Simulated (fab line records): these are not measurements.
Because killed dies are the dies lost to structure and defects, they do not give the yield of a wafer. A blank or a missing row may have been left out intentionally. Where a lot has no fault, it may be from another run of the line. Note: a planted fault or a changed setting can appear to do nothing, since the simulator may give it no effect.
Which tool did it? | flow nand harc | Sampling: 24 lots, 72 wafers, 3 of 1159 route steps

== WHAT EACH GAUGE READ, for each wafer ==
NHARC_A_BLC_CD_MEAS_10: the cd target is 100 nm.
lot  | measured     | on        | cd nm (nm)
L074 | day 17 06:48 | cd sem-03 | 100.4 100.7 99.8
L077 | day 17 14:14 | cd sem-01 | 100.2 100.5 100.0
L075 | day 17 17:49 | cd sem-02 | 99.8 100.4 100.1
L076 | day 17 19:17 | cd sem-03 | 100.4 100.7 100.9
L078 | day 18 10:50 | cd sem-03 | 99.7 100.6 100.7
L080 | day 18 11:34 | cd sem-03 | 100.2 101.2 99.9
L079 | day 18 12:43 | cd sem-02 | 101.1 100.4 100.6
L081 | day 19 00:09 | cd sem-01 | 99.0 100.3 100.2
L082 | day 19 12:51 | cd sem-02 | 100.1 100.5 99.4
L083 | day 19 13:33 | cd sem-01 | 100.4 100.3 100.1
L087 | day 19 17:59 | cd sem-01 | 100.5 99.4 100.2
L084 | day 19 21:52 | cd sem-02 | 100.1 99.1 100.3
L086 | day 20 07:41 | cd sem-02 | 98.6 98.7 99.3
L085 | day 20 08:26 | cd sem-03 | 99.2 99.7 99.0
L088 | day 21 05:20 | cd sem-01 | 99.4 99.9 100.5
L089 | day 21 06:11 | cd sem-03 | 99.6 100.1 98.4
L092 | day 21 12:26 | cd sem-01 | 99.1 98.9 100.7
L093 | day 21 18:49 | cd sem-01 | 100.0 98.6 99.4
L090 | day 21 19:33 | cd sem-02 | 100.4 100.9 100.6
L091 | day 22 03:23 | cd sem-02 | 99.8 99.9 101.0
L094 | day 22 10:50 | cd sem-01 | 101.4 99.5 100.6
L095 | day 22 20:35 | cd sem-02 | 99.5 100.1 100.2
L096 | day 22 21:21 | cd sem-03 | 100.1 99.1 98.9
L097 | day 23 03:24 | cd sem-02 | 100.8 101.2 101.5

NHARC_A_M0_THK_MEAS_24: measures by xrf.
lot  | measured     | on            | thk nm (nm)
L074 | day 17 18:05 | film metro-01 | 111.6 112.5 114.6
L077 | day 17 21:29 | film metro-01 | 111.7 113.4 111.7
L075 | day 18 04:30 | film metro-02 | 112.1 113.4 114.5
L076 | day 18 05:04 | film metro-01 | 115.4 112.2 114.5
L078 | day 18 17:32 | film metro-02 | 111.8 112.3 113.9
L080 | day 18 22:07 | film metro-02 | 113.8 114.7 112.4
L079 | day 18 22:35 | film metro-02 | 113.3 110.2 112.0
L081 | day 19 09:16 | film metro-02 | 114.8 113.8 114.8
L082 | day 19 19:46 | film metro-01 | 110.5 110.1 112.8
L083 | day 19 20:23 | film metro-01 | 112.3 113.3 111.9
L087 | day 20 00:56 | film metro-01 | 112.0 112.5 115.6
L084 | day 20 05:19 | film metro-02 | 113.3 112.2 113.1
L086 | day 20 17:11 | film metro-02 | 116.5 115.8 113.8
L085 | day 20 17:03 | film metro-01 | 112.0 114.0 113.5
L088 | day 21 16:49 | film metro-01 | 115.4 113.8 114.5
L089 | day 21 17:14 | film metro-02 | 113.6 114.7 115.4
L092 | day 21 22:14 | film metro-01 | 112.4 114.0 110.8
L093 | day 22 06:52 | film metro-01 | 114.0 117.0 113.6
L090 | day 22 07:48 | film metro-01 | 115.6 112.5 113.3
L091 | day 22 13:15 | film metro-02 | 115.2 110.4 111.2
L094 | day 22 17:31 | film metro-02 | 116.5 116.7 113.8
L095 | day 23 07:44 | film metro-02 | 114.5 115.5 112.3
L096 | day 23 08:02 | film metro-01 | 116.0 113.5 114.8
L097 | day 23 11:38 | film metro-02 | 113.4 115.9 116.9

== WHAT TOOL EACH LOT RAN ON (gives the tool, then ch and the chambers of the sampled wafers, and finally the start) ==
lot  | NHARC_A_CONTACT_ETCH_134
L074 | har cap etch-01 ch 0,1, day 16 22:44
L077 | har cap etch-01 ch 0,1, day 17 01:04
L075 | har cap etch-02 ch 0,1, day 17 09:34
L076 | har cap etch-01 ch 0,1, day 17 11:13
L078 | har cap etch-01 ch 0, day 18 01:49
L080 | har cap etch-02 ch 0,1, day 18 07:10
L079 | har cap etch-01 ch 0,1, day 18 08:31
L081 | har cap etch-02 ch 0,1, day 18 14:39
L082 | har cap etch-03 ch 0,1, day 19 05:15
L083 | har cap etch-03 ch 0,1, day 19 09:10
L087 | har cap etch-03 ch 0,1, day 19 13:29
L084 | har cap etch-03 ch 0,1, day 19 17:34
L086 | har cap etch-01 ch 0,1, day 19 22:12
L085 | har cap etch-03 ch 0,1, day 19 22:58
L088 | har cap etch-02 ch 0,1, day 20 22:17
L089 | har cap etch-02 ch 0,1, day 21 00:38
L092 | har cap etch-02 ch 0,1, day 21 03:13
L093 | har cap etch-01 ch 0,1, day 21 10:10
L090 | har cap etch-02 ch 0,1, day 21 11:53
L091 | har cap etch-03 ch 0,1, day 21 17:15
L094 | har cap etch-02 ch 0,1, day 22 04:27
L095 | har cap etch-03 ch 0,1, day 22 16:24
L096 | har cap etch-02 ch 0,1, day 22 16:26
L097 | har cap etch-02 ch 0,1, day 22 19:22
- NHARC_A_CONTACT_ETCH_134: etches the open film in C4F8/O2/Ar, time 140 s, target depth 700 nm.

== WHAT THE TOOLS THEMSELVES READ (means of the sampled wafers that have a number; where no wafer has one, the mark that the record gives instead) ==
NHARC_A_CONTACT_ETCH_134.
lot  | tool            | chamber pressure mTorr (mTorr)
L074 | har cap etch-01 | 20.017
L077 | har cap etch-01 | 19.990
L075 | har cap etch-02 | 19.984
L076 | har cap etch-01 | 19.994
L078 | har cap etch-01 | 19.995
L080 | har cap etch-02 | 19.999
L079 | har cap etch-01 | 19.996
L081 | har cap etch-02 | 20.000
L082 | har cap etch-03 | 19.996
L083 | har cap etch-03 | 20.004
L087 | har cap etch-03 | 20.006
L084 | har cap etch-03 | 19.995
L086 | har cap etch-01 | 20.015
L085 | har cap etch-03 | 19.989
L088 | har cap etch-02 | 19.997
L089 | har cap etch-02 | 19.991
L092 | har cap etch-02 | 19.989
L093 | har cap etch-01 | 20.013
L090 | har cap etch-02 | 19.999
L091 | har cap etch-03 | 20.010
L094 | har cap etch-02 | 20.000
L095 | har cap etch-03 | 20.012
L096 | har cap etch-02 | 19.997
L097 | har cap etch-02 | 19.999

== THE ANSWER, worked out from the rows above alone ==
Rule: what is usual is taken from the lots themselves. The widest of any qualifying gaps counts: lots, ordered by their means at a reading, are off when they make up no more than a third of the lots, leave a main group of 4 or more, and stand apart from it by 3 or more times the standard deviation of that group's means. The tables above print the reading to a certain number of digits; a main group whose means all agree to those digits is not used. A lot without any number at a reading at which 4 lots or more have one is off too. Any other lot the step has rows for is counted as sound. After the gauges, taken in route order, come the tools' own readings; for these a lot's mean is taken, as printed above. At the first step where some lot is off, the reading lying furthest off is the one used; lots without a number count as furthest.
No lot is off on any of the readings shown, so nothing can be concluded from this.

== WHAT WAS PUT IN BY THE SIMULATOR ==
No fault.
